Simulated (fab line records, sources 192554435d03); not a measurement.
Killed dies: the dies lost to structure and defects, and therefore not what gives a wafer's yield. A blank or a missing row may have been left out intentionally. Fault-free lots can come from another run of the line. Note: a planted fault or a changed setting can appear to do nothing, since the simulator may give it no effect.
Problem report in the 8D (eight disciplines) form, filled by code	flow n5 finfet	the parts of the form that need people (team, actions taken, sign-off) are left out

== 1. THE ISSUE ==
Mean of spin speed rpm at N5_MOL_CONTACT_COAG_COAT_77: 1389.0 rpm across 6 wafers in 2 lots; on wafers with no fault it is 1500.0 rpm (standard deviation 1). So: -99 or more standard deviations from the usual mean.
The step: time 60 s, resist thk 10 nm.
Earliest sighting: wafer L945.1 on litho track-02 at day 7 05:47. Wafers with a number at this step in the record: 27, from 9 lots. The rule behind "out" and "out of limits": a value lying over 4 standard deviations away from the usual mean. The rest of the wafers with a number are treated as sound.

== 2. WHAT IT IS, AND WHAT IT ISN'T ==
question	is	is not
which readings at this step	spin speed rpm	-
which lots	L945, L946	L938, L939, L943, L949, L956, L957, L958
which wafers of those lots	all that have a number	-
read on which tools	litho track-02	litho track-03, litho track-05
when	from day 7 05:47	up to then (9 sound wafers); but 12 sound wafers of L949, L956, L957, L958 came after

== 3. SUSPECTS, AND WHAT RULES EACH OUT ==
Counting: a tool stays on the suspect list if, at a process step up to the reading, it processed all lots that are out and no sound lot following the first of them.
- pvd sputter-02 at N5_MOL_CONTACT_COAG_SPUTTER_143 (material Co, target thk 2.5 nm): ruled out as a lasting fault. Following L945 (day 6 23:04), the first lot on it that is out, the sound lots L949 were run on it.
- litho track-02 at N5_MOL_CONTACT_COAG_COAT_77 (time 60 s, resist thk 10 nm): kept. It processed each lot that is out, first L945 at day 7 05:47, and no sound lot thereafter; up to then, the last sound lot it processed was L943 at day 6 18:52. On those wafers its own readings are out: spin speed rpm.
The count leaves litho track-02 at N5_MOL_CONTACT_COAG_COAT_77.

== 4. THE CAUSE (what the simulator had put in) ==
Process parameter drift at N5_MOL_CONTACT_COAG_COAT_77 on litho track-02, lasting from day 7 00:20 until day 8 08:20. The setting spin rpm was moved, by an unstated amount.
Counting left only this tool.

== 5. THE EFFECT CHAIN, in route order ==
Each row: a reading where the mean over the struck wafers with a number is more than 3 standard deviations away from the usual. Only readings whose record carries a usual standard deviation are examined. hours: median over the lots of the time between each lot's start at the first step of this table that gives one and its start at this step. sigmas: the change, counted in usual standard deviations.
hours	step	reading	usual	on struck wafers	change	sigmas
0	N5_MOL_CONTACT_COAG_COAT_77	spin speed rpm	1500.0 rpm	1389.0	-111.0	-99 or more
171	N5_PASSIVATION_PROBE_49	killed at other	3.4	12.0	+8.6	+3.2
Process steps it contains:
- N5_MOL_CONTACT_COAG_COAT_77: time 60 s, resist thk 10 nm.
- N5_PASSIVATION_PROBE_49
At these later measuring or inspecting steps, every struck wafer for which the step has a row has a number for every such reading, and none has moved that far: N5_BEOL_M4_RC_MEAS_101.

== 6. WHAT WOULD HAVE CAUGHT IT SOONER ==
The fault began at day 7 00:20; the first out-of-limits reading in this record came at day 7 05:47, 5 hours later.
